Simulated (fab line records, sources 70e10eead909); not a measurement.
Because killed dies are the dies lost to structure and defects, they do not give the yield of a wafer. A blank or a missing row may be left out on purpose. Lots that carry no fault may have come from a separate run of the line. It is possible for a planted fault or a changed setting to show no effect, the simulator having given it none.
A struck lot beside a sound one -- flow nand-harc -- 15 steps out of a route of 1159
Sound: wafers L101.2, L101.4, L101.6. Struck: wafers L993.3, L993.5, L993.6. The cause comes at the end.
For every step that has rows: the tool of each side, followed by ch and its chambers, followed by its first start. Under that, the readings that differ: sound wafers -- struck wafers -- difference of the means -- sigmas: that difference in standard deviations of wafers without a fault.
alike: readings with means less than 2 such deviations apart, plus words and numbers identical on both sides. not compared: withheld readings, readings lacking a value on some wafer, bounds such as >300 that could conceal the same value, and numbers that have no deviation in the record and whose values overlap.
The two part at a step that has a row with sigmas, a row that says differs or no value, or rows on one side only. Numbers that don't overlap but have no deviation are shown without sigmas and don't part them. A reading missing from all wafers of one side parts the sides only when that side holds two or more wafers.

first, 4 steps without rows for these wafers: NHARC_THIN_TSV_EBR_08; NHARC_THIN_TSV_EXPOSE_09 (exposes mask TSV); NHARC_THIN_TSV_PEB_10 (peb time 85 s); NHARC_THIN_TSV_DEVELOP_11 (time 70 s).
NHARC_THIN_TSV_CD_MEAS_12 targets a cd of 1000 nm.
  sound on cd-sem-02 ch 0, day 23 23:53; struck on cd-sem-01 ch 0, day 23 05:24
  alike: cd-nm
then, 1 step without rows for these wafers: NHARC_THIN_TSV_HARDBAKE_13 (time 80 s).
NHARC_THIN_TSV_DESCUM_14: chemistry O2, time 3 s.
  sound on rie-diel-12 ch 0,1,2, day 24 00:02; struck on rie-diel-12 ch 2,3, day 23 05:34
  alike: drypump-motor-current-A, oes-product-au, rf-vpp-V, showerhead-plenum-p-Torr, throttle-valve-pct
  not compared: rf-hours-counter-h
NHARC_THIN_TSV_ETCH_44: etches the open film in CF4/O2, target depth 1594.2 nm, time 797.1 s.
  sound on rie-diel-12 ch 0,2, day 24 00:18; struck on rie-diel-12 ch 0,1,2, day 23 05:45
  alike: drypump-motor-current-A, oes-product-au, rf-vpp-V, showerhead-plenum-p-Torr, throttle-valve-pct
  not compared: rf-hours-counter-h
NHARC_THIN_TSV_ETCH_15: target depth 3000 nm, bosch target overetch cycles 2, bosch etch step 2.8 s.
  sound on rie-si-03 ch 0,2,3, day 24 00:52; struck on rie-si-03 ch 0,1, day 23 06:12
  alike: drypump-motor-current-A
  not compared: rf-hours-counter-h
NHARC_THIN_TSV_CD_MEAS_16:
  sound on cd-sem-03 at day 24 00:59; struck on cd-sem-01 at day 23 06:21
  alike: cd-nm
NHARC_THIN_TSV_STRIP_45: strips in O2.
  sound on plasma-asher-01 ch 1, day 24 01:04; struck on plasma-asher-01 ch 0,1, day 23 06:34
  alike: drypump-motor-current-A, heater-power-w
  not compared: rf-hours-counter-h
then, 1 step without rows for these wafers: NHARC_THIN_TSV_STRIP_46 (strips in post etch residue remover, time 1200 s).
NHARC_THIN_TSV_DEP_47: deposits SiO2, target thk 200 nm.
  sound on pecvd-01 ch 0,1,2, day 24 01:58; struck on pecvd-02 ch 0,1, day 23 07:17
  no value came back on the struck wafers for chamber-pressure-Torr (Torr), flow-sccm (sccm), throttle-valve-pct (%); on the sound wafers chamber-pressure-Torr (Torr) reads 6.489 6.485 6.493
NHARC_THIN_TSV_ETCHBACK_48: etches the open film in C4F8/Ar, target depth 1028.5 nm, time 405.17 s.
  sound on rie-diel-01 ch 2,3, day 24 02:17; struck on rie-diel-01 ch 0,2,3, day 23 07:43
  alike: oes-product-au, rf-vpp-V
  not compared: rf-hours-counter-h
NHARC_END_SORT_01:
  sound on prober-02 ch 0, day 24 18:23; struck on prober-02 ch 0, day 24 03:35
reading,sound,struck,difference,sigmas
hold,- - -,await-dispo/3.0h/scrap await-dispo/3.0h/scrap await-dispo/3.0h/scrap,no value on the sound wafers,
defect-limited-yield (%),95.4 96.0 95.1,0 0 0,-96,-73
killed-at-other,0 0 0,646 641 645,+644,+99 or more
killed-dies,31 27 33,677 677 677,+647,+73
killed-open,1 0 2,5 5 7,+5,+2
sort_bin_2_pct (%),1.0 1.8 1.5,97.0 96.0 96.8,+95.2,+99 or more
sort-n-pass,646 650 644,0 0 0,-647,-73
sort-rim-yield-pct (%),100 92 92,0 0 0,-95,-31
sort-yield-pct (%),95.4 96.0 95.1,0 0 0,-96,-73
  alike: killed-at-array, killed-at-periphery, killed-short, sort_bin_3_pct, sort_bin_4_pct

## WHERE THEY PART
At NHARC_THIN_TSV_DEP_47 first; at NHARC_END_SORT_01 last (within this record only).

WHY: what had been put in by the simulator
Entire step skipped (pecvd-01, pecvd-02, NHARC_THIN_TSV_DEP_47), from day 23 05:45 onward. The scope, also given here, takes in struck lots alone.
